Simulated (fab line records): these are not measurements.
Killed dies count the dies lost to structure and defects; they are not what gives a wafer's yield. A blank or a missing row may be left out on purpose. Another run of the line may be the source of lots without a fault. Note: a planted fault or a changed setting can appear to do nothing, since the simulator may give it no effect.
A lot that was struck, set against a sound lot -- flow n5-finfet -- 29 out of 1938 route steps
Sound: these wafers, L600.3, L600.4, L600.6. Wafers L606.1, L606.2, L606.6 were the ones struck. Last of all comes the cause.
For every step that has rows: the tool of each side, followed by ch and its chambers, followed by its first start. Under that, the readings that differ: sound wafers -- struck wafers -- difference of the means -- sigmas: that difference in standard deviations of wafers without a fault.
alike: words and numbers the same on both sides, and readings whose means are apart by under 2 such deviations; not compared: readings that were withheld, readings missing a value for some wafer, numbers with overlapping values and no deviation given by the record, and bounds like >300 which may hide the same value.
A row with sigmas, a row that says differs or no value, or rows on one side alone: a step with any of these is where the two part. Numbers that have no deviation but don't overlap get no sigmas and don't part them. A reading missing from all wafers of one side parts the sides only when that side holds two or more wafers.

first, 1 step without rows for these wafers: N5_MOL_CONTACT_COAG_SRD_126 (dry time 32 s).
N5_MOL_CONTACT_COAG_CMP_23: polishes, stops on SiO2, t overpolish 1.5 s, target thk 0 nm.
  sound on cmp-02 ch 0,2, day 5 19:22; struck on cmp-02 ch 2,3, day 7 07:59
  alike: edge-zone-pressure-frac, motor-current-A, overpolish-run-s, time-to-endpoint-s
then, 2 steps without rows for these wafers: N5_MOL_CONTACT_COAG_WET_ETCH_26 (target Co, target depth 13 nm); N5_MOL_CONTACT_COAG_WET_ETCH_116 (etches the open film in SC1-inhibited, target depth 4.6 nm, rinse time 30 s).
N5_MOL_CONTACT_COAG_ALD_27: deposits SiOC, target thk 17 nm, pulse time 1.5 s, time 2720 s.
  sound on ald-sin-01 ch 2,3, day 5 20:10; struck on ald-sin-04 ch 0,1, day 7 08:53
  alike: heater-power-w, precursor-pulse-height-rel
  not compared: since-wet-clean-h
then, 1 step without rows for these wafers: N5_MOL_CONTACT_COAG_CMP_28 (polishes, stops on SiNx, t overpolish 0.85 s, target thk 14.522 nm).
N5_MOL_CONTACT_COAG_THK_MEAS_29:
  sound: film-metro-01 at day 5 22:02; struck: film-metro-02 at day 7 10:44
  alike: MD_CAP_THK
N5_MOL_CONTACT_COAG_ALD_123: deposits SiNx, target thk 5 nm, pulse time 1 s, purge time 2 s.
  sound on ald-sin-04 ch 2,3, day 5 22:05; struck on ald-sin-04 ch 2,3, day 7 10:47
  alike: heater-power-w, precursor-pulse-height-rel
  not compared: since-wet-clean-h
then, 2 steps without rows for these wafers: N5_MOL_CONTACT_COAG_PECVD_31 (deposits SiO2 from TEOS/O2, target thk 46 nm, time 8.9 s); N5_MOL_CONTACT_COAG_COAT_75 (time 60 s, resist thk 60 nm).
N5_MOL_CONTACT_COAG_COAT_76: time 60 s, resist thk 10 nm.
  sound on litho-track-02 ch 0, day 5 22:38; struck on litho-track-05 ch 0, day 7 11:20
reading,sound,struck,difference,sigmas
spin-speed-rpm (rpm),1500.2 1500.0 1500.3,1756.3 1758.3 1756.9,+257.0,+99 or more
model.SiARC_of_MOL_CONTACT_COAG_COAT_76.thk-nm (nm),10 10 10,9.2 9.2 9.2,-0.8,
  alike: heater-power-total-W
then, 7 steps without rows for these wafers: N5_MOL_CONTACT_COAG_COAT_77 (time 60 s, resist thk 10 nm); N5_MOL_CONTACT_COAG_COAT_78 (resist thk 40 nm); N5_MOL_CONTACT_COAG_EBR_80; N5_MOL_CONTACT_COAG_SOFTBAKE_79 (time 60 s); N5_MOL_CONTACT_COAG_EXPOSE_81 (exposes mask VG, defocus 0 nm); N5_MOL_CONTACT_COAG_PEB_82 (peb time 60 s); N5_MOL_CONTACT_COAG_DEVELOP_83 (develop time 30 s).
N5_MOL_CONTACT_COAG_CD_MEAS_84: target cd 25.1 nm.
  sound on cd-sem-01 ch 0, day 5 22:57; struck on cd-sem-01 ch 0, day 7 11:45
  alike: cd-nm
N5_MOL_CONTACT_COAG_OVL_MEAS_85:
  sound on overlay-02 ch 0, day 5 22:59; struck on overlay-01 ch 0, day 7 11:47
  alike: VG_OVL
N5_MOL_CONTACT_COAG_INSPECT_57: inspects for defects (brightfield).
  sound: defect-inspect-02 at day 5 23:02; struck: defect-inspect-01 at day 7 11:50
  alike: raw-defect-count
N5_MOL_CONTACT_COAG_DESCUM_88: chemistry O2, time 7 s.
  sound on rie-diel-01 ch 0,3, day 5 23:04; struck on rie-diel-01 ch 0,1, day 7 11:58
  alike: drypump-motor-current-A, oes-product-au, rf-vpp-V, showerhead-plenum-p-Torr, throttle-valve-pct
  not compared: rf-hours-counter-h
then, 1 step without rows for these wafers: N5_MOL_CONTACT_COAG_ETCH_89 (etches underlayer in N2/H2, target depth 13 nm, time 10.4 s).
N5_MOL_CONTACT_COAG_ETCH_90: etches SiARC in CF4, target depth 13 nm, time 21.7 s.
  sound on rie-diel-01 ch 0,3, day 5 23:07; struck on rie-diel-01 ch 0,1, day 7 12:01
reading,sound,struck,difference,sigmas
etch-rf-on-time-s (s),22.8 21.1 22.8,19.8 21.3 21.3,-1.4,-3
model.etch.depth-nm (nm),9.988 9.989 10.01,9.265 9.291 9.251,-0.727,
model.CAR-EUV_of_MOL_CONTACT_COAG_COAT_78.thk-nm (nm),16.8 16.8 17,17.6 17.8 17.6,+0.8,
  alike: drypump-motor-current-A, oes-product-au, rf-vpp-V, showerhead-plenum-p-Torr, throttle-valve-pct
  not compared: rf-hours-counter-h
N5_MOL_CONTACT_COAG_ALD_131: deposits SiO2, target thk 5 nm, pulse time 1 s, co reactant pulse time 1 s.
  sound on ald-sin-01 ch 2,3, day 5 23:22; struck on ald-sin-02 ch 0,2,3, day 7 12:06
  alike: heater-power-w, precursor-pulse-height-rel
  not compared: since-wet-clean-h
N5_MOL_CONTACT_COAG_ETCHBACK_132: etches SiO2 in CHF3, target depth 10 nm, time 6.7 s.
  sound on rie-diel-01 ch 0,2, day 5 23:43; struck on rie-diel-04 ch 0,1,3, day 7 12:20
reading,sound,struck,difference,sigmas
model.CAR-EUV_of_MOL_CONTACT_COAG_COAT_78.thk-nm (nm),15.6 15.4 15.6,16.2 16.4 16.2,+0.7,
  alike: drypump-motor-current-A, oes-product-au, rf-vpp-V, showerhead-plenum-p-Torr, throttle-valve-pct
  not compared: rf-hours-counter-h
N5_MOL_CONTACT_COAG_ETCH_91: etches SOC in N2/H2, target depth 60 nm, overetch 21 nm, time 101.2 s.
  sound on rie-diel-01 ch 0,2, day 5 23:44; struck on rie-diel-04 ch 0,1,3, day 7 12:23
reading,sound,struck,difference,sigmas
model.SiARC_of_MOL_CONTACT_COAG_COAT_76.thk-nm (nm),5.8 6.2 5.8,5.2 5.2 5,-0.8,
  alike: drypump-motor-current-A, oes-product-au, rf-vpp-V, showerhead-plenum-p-Torr, throttle-valve-pct
  not compared: rf-hours-counter-h
then, 2 steps without rows for these wafers: N5_MOL_CONTACT_COAG_STRIP_92 (strips in N2/H2); N5_PASSIVATION_PROBE_49.

WHERE THEY PART
Last at N5_MOL_CONTACT_COAG_ETCH_90 as far as this record goes, first at N5_MOL_CONTACT_COAG_COAT_76. Later steps at which nothing parts them and some readings are alike: N5_MOL_CONTACT_COAG_ALD_131, N5_MOL_CONTACT_COAG_ETCHBACK_132, N5_MOL_CONTACT_COAG_ETCH_91.

WHY: what the simulator had put in
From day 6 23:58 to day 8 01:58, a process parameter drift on litho-track-05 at N5_MOL_CONTACT_COAG_COAT_76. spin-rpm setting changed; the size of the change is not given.
